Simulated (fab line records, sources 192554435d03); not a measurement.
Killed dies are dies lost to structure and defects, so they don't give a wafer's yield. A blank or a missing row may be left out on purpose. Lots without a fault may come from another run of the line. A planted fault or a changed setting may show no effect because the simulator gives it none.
A struck lot beside a sound one | flow n5_finfet | 43 steps out of a route of 1938
Sound: wafers L680.1, L680.5, L680.6. Struck: wafers L670.2, L670.4, L670.5. The cause comes at the end.
At each step with rows: each side's tool, then ch and its chambers, then its first start. Under that, the readings that differ: sound wafers | struck wafers | difference of the means | sigmas: that difference in standard deviations of wafers without a fault.
alike: readings whose means differ by less than 2 such deviations, and words and numbers that are the same on both sides. not compared: withheld readings, readings that some wafer has no value for, bounds like >300 that may hide the same value, and numbers for which the record gives no deviation and whose values overlap.
The two part at a step that has a row with sigmas, a row that says differs or no value, or rows on one side only. Numbers that don't overlap but have no deviation are shown without sigmas and don't part them. A reading that every wafer of one side lacks parts them only if that side has two wafers or more.

first, 11 steps without rows for these wafers: N5_BEOL_M4_DESCUM_33 (chemistry O2, time 7 s); N5_BEOL_M4_ETCH_77 (etches underlayer in N2/H2, target depth 6.5 nm, time 5.2 s); N5_BEOL_M4_ETCH_69 (etches SiARC in CF4, target depth 15.6 nm, time 26 s); N5_BEOL_M4_ALD_98 (deposits SiO2, target thk 2.5 nm, pulse time 1 s, co reactant pulse time 1 s); N5_BEOL_M4_ETCHBACK_99 (etches SiO2 in CHF3, target depth 5 nm, time 10.4 s); N5_BEOL_M4_ETCH_70 (etches SOC in N2/H2, target depth 80 nm, overetch 24 nm, time 130 s); N5_BEOL_M4_STRIP_71 (strips in N2/H2); N5_BEOL_M4_STRIP_78 (strips in N2/H2); N5_BEOL_M4_VIA_ETCH_34 (etches the open film in C4F6/O2, target depth 69.4 nm, time 65.9 s); N5_BEOL_M4_STRIP_83 (strips in C4F6/O2); N5_BEOL_M4_STRIP_36 (strips in N2/H2).
N5_BEOL_M4_TRENCH_ETCH_37: etches SiOC in C4F6/O2, target depth 55.555 nm, time 29.2 s.
  sound on rie_diel-05 ch 1,2, day 14 04:43; struck on rie_diel-01 ch 1,2,3, day 11 14:28
  no value came back on the struck wafers for any of 9 readings (C4F6_flow_sccm (sccm), O2_flow_sccm (sccm) and others); on the sound wafers C4F6_flow_sccm (sccm) reads 9.996 9.982 9.996
  reading                                    | sound          | struck   | difference | sigmas
  model.TiN_of_BEOL_M4_HM_DEP_02.thk_nm (nm) | 17.6 17.4 17.6 | 20 20 20 | +2         |
  not compared: rf_hours_counter_h
then, 2 steps without rows for these wafers: N5_BEOL_M4_ETCH_41 (etches SiCN in CH3F/O2, target depth 29.9 nm, time 52.5 s); N5_BEOL_M4_STRIP_97 (strips in N2/H2, time 10 s).
N5_BEOL_M4_OCD_MEAS_38:
  sound on ocd-02, day 14 04:52; struck on ocd-01, day 11 14:38
  reading              | sound          | struck    | difference | sigmas
  trench_depth_nm (nm) | 58.1 57.4 55.8 | 0.3 0 0.1 | -57.0      | -44
then, 25 steps without rows for these wafers: N5_BEOL_M4_HM_STRIP_39 (strips TiN in peroxide tin strip, target depth 25 nm, time 158 s); N5_BEOL_M4_SRD_40 (time 30 s); N5_BEOL_M4_PRECLEAN_42 (cleans in residue remover, time 60 s); N5_BEOL_M4_SRD_43 (time 30 s); N5_BEOL_M4_DEGAS_44 (time 60 s); N5_BEOL_M4_PRE_CLEAN_45 (time 30 s); N5_BEOL_M4_ALD_84 (deposits TaN, pulse time 2 s, purge time 3 s, co reactant purge time 2 s); N5_BEOL_M4_SURFACE_TREAT_85; N5_BEOL_M4_CVD_47 (deposits Co from CCTBA/H2, target thk 3 nm, time 223.8 s); N5_BEOL_M4_SPUTTER_48 (material Cu, target thk 4.5 nm, time 8.29 s); N5_BEOL_M4_ANNEAL_49 (time 240 s); N5_BEOL_M4_SPUTTER_79 (material Cu, target thk 4.5 nm, time 8.29 s); N5_BEOL_M4_ANNEAL_80 (time 240 s); N5_BEOL_M4_SPUTTER_81 (material Cu, target thk 4.5 nm, time 8.29 s); N5_BEOL_M4_ANNEAL_82 (time 240 s); N5_BEOL_M4_SPUTTER_86 (material Cu, target thk 4.5 nm, time 8.29 s); N5_BEOL_M4_ANNEAL_87 (time 240 s); N5_BEOL_M4_SPUTTER_88 (material Cu, target thk 4.5 nm, time 8.29 s); N5_BEOL_M4_ANNEAL_89 (time 240 s); N5_BEOL_M4_SPUTTER_90 (material Cu, target thk 4.5 nm, time 8.29 s); N5_BEOL_M4_ANNEAL_91 (time 240 s); N5_BEOL_M4_SPUTTER_92 (material Cu, target thk 4.5 nm, time 8.29 s); N5_BEOL_M4_ANNEAL_93 (time 240 s); N5_BEOL_M4_SPUTTER_94 (material Cu, target thk 4.5 nm, time 8.29 s); N5_BEOL_M4_ANNEAL_95 (time 240 s).
N5_BEOL_M4_CMP_52: polishes, stops on SiOC, t overpolish 6.8 s, target thk 40 nm.
  sound on cmp-03 ch 0,1, day 14 10:08; struck on cmp-03 ch 0,1, day 11 18:26
  reading                                | sound        | struck    | difference | sigmas
  model.Cu_of_BEOL_M4_ECD_50.thk_nm (nm) | 43.4 44 41.4 | 0.2 0 1.4 | -42.4      |
  alike: edge_zone_pressure_frac, head_pressure_psi, motor_current_A
N5_BEOL_M4_RC_MEAS_101:
  the record has rows for the sound wafers here (prober-02 ch 0, day 14 10:42) and none for the struck ones
-- the record jumps here: 4 days lie between the struck wafers' starts before and after (it left off in module BEOL_M4 and takes up again in module PASSIVATION, whose first step shown is number 1936 of the route) --
N5_PASSIVATION_PROBE_49:
  the record has rows for the struck wafers here (prober-02, day 16 00:32) and none for the sound ones

WHERE THEY PART
First at N5_BEOL_M4_TRENCH_ETCH_37; last, within this record, at N5_PASSIVATION_PROBE_49.

WHY: what the simulator had put in
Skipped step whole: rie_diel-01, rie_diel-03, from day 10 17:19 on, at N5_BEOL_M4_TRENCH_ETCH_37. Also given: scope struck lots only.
